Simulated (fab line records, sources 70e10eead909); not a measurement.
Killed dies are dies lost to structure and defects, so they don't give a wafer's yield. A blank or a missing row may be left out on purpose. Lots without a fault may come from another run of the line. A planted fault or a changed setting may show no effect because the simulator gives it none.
A struck lot beside a sound one | flow nand_harc | 25 steps out of a route of 1159
Sound: wafers L682.1, L682.2, L682.6. Struck: wafers L688.2, L688.4, L688.5. The cause comes at the end.
At each step with rows: each side's tool, then ch and its chambers, then its first start. Under that, the readings that differ: sound wafers | struck wafers | difference of the means | sigmas: that difference in standard deviations of wafers without a fault.
alike: readings whose means differ by less than 2 such deviations, and words and numbers that are the same on both sides. not compared: withheld readings, readings that some wafer has no value for, bounds like >300 that may hide the same value, and numbers for which the record gives no deviation and whose values overlap.
The two part at a step that has a row with sigmas, a row that says differs or no value, or rows on one side only. Numbers that don't overlap but have no deviation are shown without sigmas and don't part them. A reading that every wafer of one side lacks parts them only if that side has two wafers or more.

NHARC_A_WL_FILL_ALD_02: deposits TiN, target thk 2 nm, pulse time 3 s, ald cycles 100.
  sound on ald_metal-03 ch 0,2,3, day 16 05:23; struck on ald_metal-02 ch 1,2,3, day 18 01:10
  alike: heater_power_w, precursor_pulse_height_rel, susceptor_temp_C
then, 2 steps without rows for these wafers: NHARC_A_WL_FILL_CVD_03 (deposits W, target thk 40 nm, time 3302 s); NHARC_A_WL_FILL_ETCHBACK_04 (etches the open film in NF3, target depth 60 nm, time 120 s).
NHARC_A_WL_FILL_ETCHBACK_05: etches the open film in Cl2/BCl3, target depth 22 nm, time 60 s.
  sound on rie_metal-03 ch 0,1, day 16 09:20; struck on rie_metal-02 ch 0,1, day 18 07:50
  alike: drypump_motor_current_A, oes_product_au
  not compared: rf_hours_counter_h
then, 6 steps without rows for these wafers: NHARC_A_WL_FILL_STRIP_27 (strips in N2/H2, time 20 s); NHARC_A_WL_FILL_STRIP_28 (strips in post etch residue remover, time 1200 s); NHARC_A_WL_FILL_PRECLEAN_06 (cleans in DIW, time 300 s); NHARC_A_WL_FILL_SRD_07; NHARC_A_WL_FILL_ANNEAL_08 (time 1800 s); NHARC_A_WL_FILL_ALD_10 (deposits SiO2, target thk 50 nm, pulse time 10 s, ald cycles 500).
NHARC_A_WL_FILL_ETCHBACK_16: etches the open film in C4F8/O2/Ar, target depth 88 nm, time 17.6 s.
  sound on rie_diel-06 ch 1,2,3, day 16 19:35; struck on rie_diel-06 ch 1,2,3, day 19 00:05
  alike: oes_product_au, rf_vpp_V
  not compared: rf_hours_counter_h
then, 8 steps without rows for these wafers: NHARC_A_WL_FILL_STRIP_29 (strips in O2, time 20 s); NHARC_A_WL_FILL_ETCHBACK_17 (etches the open film in Cl2/BCl3, target depth 4 nm, time 26.7 s); NHARC_A_WL_FILL_PRECLEAN_18 (cleans in dHF, time 30 s); NHARC_A_WL_FILL_SRD_21; NHARC_A_WL_FILL_CVD_23 (deposits poly-Si, target thk 40 nm, time 800 s); NHARC_A_WL_FILL_ETCHBACK_26 (etches the open film in HBr, target depth 52 nm, time 13.3 s); NHARC_A_WL_FILL_PRECLEAN_30 (cleans in dHF, time 10 s); NHARC_A_WL_FILL_SRD_14.
NHARC_A_WL_FILL_ALD_19: deposits TiN, target thk 2 nm, pulse time 3 s, ald cycles 100.
  sound on ald_metal-03 ch 1,2,3, day 17 01:15; struck on ald_metal-02 ch 1,2, day 19 05:35
  alike: heater_power_w, precursor_pulse_height_rel, susceptor_temp_C
then, 1 step without rows for these wafers: NHARC_A_WL_FILL_CVD_20 (deposits W, target thk 75 nm, time 5064 s).
NHARC_A_WL_FILL_CMP_12: polishes, t overpolish 30 s, target thk 75 nm.
  sound on cmp-03 ch 0,2,3, day 17 07:01; struck on cmp-03 ch 1,2,3, day 19 10:52
  alike: motor_current_A, overpolish_run_s, time_to_endpoint_s
then, 1 step without rows for these wafers: NHARC_A_WL_FILL_SRD_31.
NHARC_A_CONTACT_DEP_24: deposits SiO2, target thk 500 nm.
  sound on pecvd-01 ch 0,2, day 17 07:34; struck on pecvd-01 ch 0,1,2, day 19 15:25
  reading | sound | struck                                                                     | difference                   | sigmas
  hold    | - - - | await_dispo/3.8h/release await_dispo/3.8h/release await_dispo/3.8h/release | no value on the sound wafers |
  alike: chamber_pressure_Torr, heater_power_w, susceptor_temp_C, throttle_valve_pct
-- the record jumps here: 4 days lie between the struck wafers' starts before and after (it left off in module A_CONTACT and takes up again in module END, whose first step shown is number 1159 of the route) --
NHARC_END_SORT_01:
  the record has rows for the struck wafers here (prober-01 ch 0, day 23 11:34) and none for the sound ones

WHERE THEY PART
First at NHARC_A_CONTACT_DEP_24; last, within this record, at NHARC_END_SORT_01.

WHY: what the simulator had put in
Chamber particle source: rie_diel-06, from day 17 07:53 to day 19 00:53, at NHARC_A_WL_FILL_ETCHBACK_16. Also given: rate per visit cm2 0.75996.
